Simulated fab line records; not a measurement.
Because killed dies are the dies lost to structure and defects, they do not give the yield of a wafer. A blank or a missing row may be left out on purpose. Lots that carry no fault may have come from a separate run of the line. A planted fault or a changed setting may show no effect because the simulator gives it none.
Lot-split experiment | flow n5 finfet | on a route of 1938 steps: 7 lots, 21 wafers read

## THE SPLIT
At N5_BEOL_M8_HM_DEP_02 (deposits TiN, target thk 20 nm), the setting target thk a was moved away from the recipe's 200 angstrom on 8 of the 21 wafers read, by -11.7% to +9.6%. For the rest of the wafers, this setting stayed at what the recipe calls for.

## FROM THE SPLIT TO THE READING: what the file shows between them, 4 steps
- N5_BEOL_M8_COAT_59: time 60 s, resist thk 100 nm
- N5_BEOL_M8_COAT_60: time 60 s, resist thk 35 nm
- N5_BEOL_M8_STRIP_68: strips in N2/H2
- N5_BEOL_M8_STRIP_67: strips in CF4

## THE READING
etch.depth nm (the simulator's own value, which no gauge read), in nm, at N5_BEOL_M8_HM_OPEN_17 (chemistry Cl2/BCl3, target TiN, target depth 20 nm, overetch 6 nm). No usual value for it is given in the file. Here, 13 wafers ran the recipe; their average is 19.77 nm with a standard deviation of 0.33 nm.

wafer  | tool, chamber at the split | target thk a as run, angstrom | against the recipe | etch.depth nm, nm | against lot-mates on the recipe
L075.1 | pvd sputter-01, -          | 200                           | recipe             | 19.53             | -
L075.2 | pvd sputter-01, -          | 200                           | recipe             | 19.45             | -
L075.5 | pvd sputter-01, -          | 200                           | recipe             | 19.37             | -
L079.2 | pvd sputter-01, -          | 200                           | recipe             | 19.97             | -
L079.3 | pvd sputter-01, -          | 176.7                         | -11.7%             | 17.46             | -2.42
L079.4 | pvd sputter-01, -          | 200                           | recipe             | 19.8              | -
L078.1 | pvd sputter-02, -          | 200                           | recipe             | 20.16             | -
L078.2 | pvd sputter-02, -          | 200                           | recipe             | 19.8              | -
L078.5 | pvd sputter-02, -          | 200                           | recipe             | 20.11             | -
L085.1 | pvd sputter-01, -          | 219.2                         | +9.6%              | 22.31             | +1.95
L085.5 | pvd sputter-01, -          | 219.2                         | +9.6%              | 22.21             | +1.85
L085.6 | pvd sputter-01, -          | 200                           | recipe             | 20.36             | -
L090.2 | pvd sputter-01, -          | 200                           | recipe             | 19.29             | -
L090.5 | pvd sputter-01, -          | 193.2                         | -3.4%              | 18.52             | -0.77
L090.6 | pvd sputter-01, -          | 193.2                         | -3.4%              | 19.02             | -0.27
L096.1 | pvd sputter-01, -          | 200                           | recipe             | 19.35             | -
L096.4 | pvd sputter-01, -          | 200                           | recipe             | 19.8              | -
L096.6 | pvd sputter-01, -          | 176.6                         | -11.7%             | 17.39             | -2.19
L097.1 | pvd sputter-01, -          | 182.2                         | -8.9%              | 18.29             | -1.68
L097.2 | pvd sputter-01, -          | 200                           | recipe             | 19.97             | -
L097.4 | pvd sputter-01, -          | 182.2                         | -8.9%              | 17.84             | -2.13

FIT RESULTS
A straight line over all 21 wafers: etch.depth nm changes by +0.221 nm for each +1% of target thk a; r = +0.96; the points scatter about the line by 0.34 nm.
The same after taking each lot's own level away (the mean of its wafers on the recipe; 21 wafers): +0.2 nm for each +1%; r = +0.99; scatter 0.17 nm.
On that fit, the largest move of target thk a shifts the reading by 2.3 nm.
The span of the lots' own levels, 19.290 to 20.360 nm, comes to 3.2 times the standard deviation stated above.
So the lot-to-lot level changes the slope: the two fits differ.
Check: for one of the wafers moved furthest among these (-11.7%), held out of the fit, the line's prediction against its lot-mates is -2.38 nm. Against them it came out at -2.19 nm.

## THESE WAFERS: OTHER SPLITS
These wafers also went through other splits before the reading. Each is held against what the fit with the lots' levels taken away leaves over:
other split on the same wafers | wafers away from the commonest value | r with etch.depth nm (lot level and that fit taken away)
N5_BEOL_M4_COAT_62 spin rpm    | 7                                    | +0.11
N5_BEOL_M5_ETCH_72 bias w      | 5                                    | +0.20
N5_BEOL_M5_COAT_65 spin rpm    | 6                                    | -0.13
N5_BEOL_M6_DESCUM_33 time s    | 6                                    | +0.49
N5_BEOL_M8_ILD_DEP_00 time s   | 9                                    | +0.02

## THE WHOLE CHAIN: every reading that the file lists as answering this split, in the file's order
step                  | what it does                                                      | reading                                                                          | change (the file's fit)               | r (the file's)
N5_BEOL_M8_HM_DEP_02  | deposits TiN, target thk 20 nm                                    | TiN_of_BEOL_M8_HM_DEP_02.thk nm (the simulator's own value, which no gauge read) | +0.203 nm for each +1% of the setting | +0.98
N5_BEOL_M8_HM_OPEN_17 | chemistry Cl2/BCl3, target TiN, target depth 20 nm, overetch 6 nm | etch.depth nm (the simulator's own value, which no gauge read)                   | +0.199 nm for each +1% of the setting | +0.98

## FILE'S OWN FIT
etch.depth nm changes by +0.199 nm for each +1% of target thk a, r = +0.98.
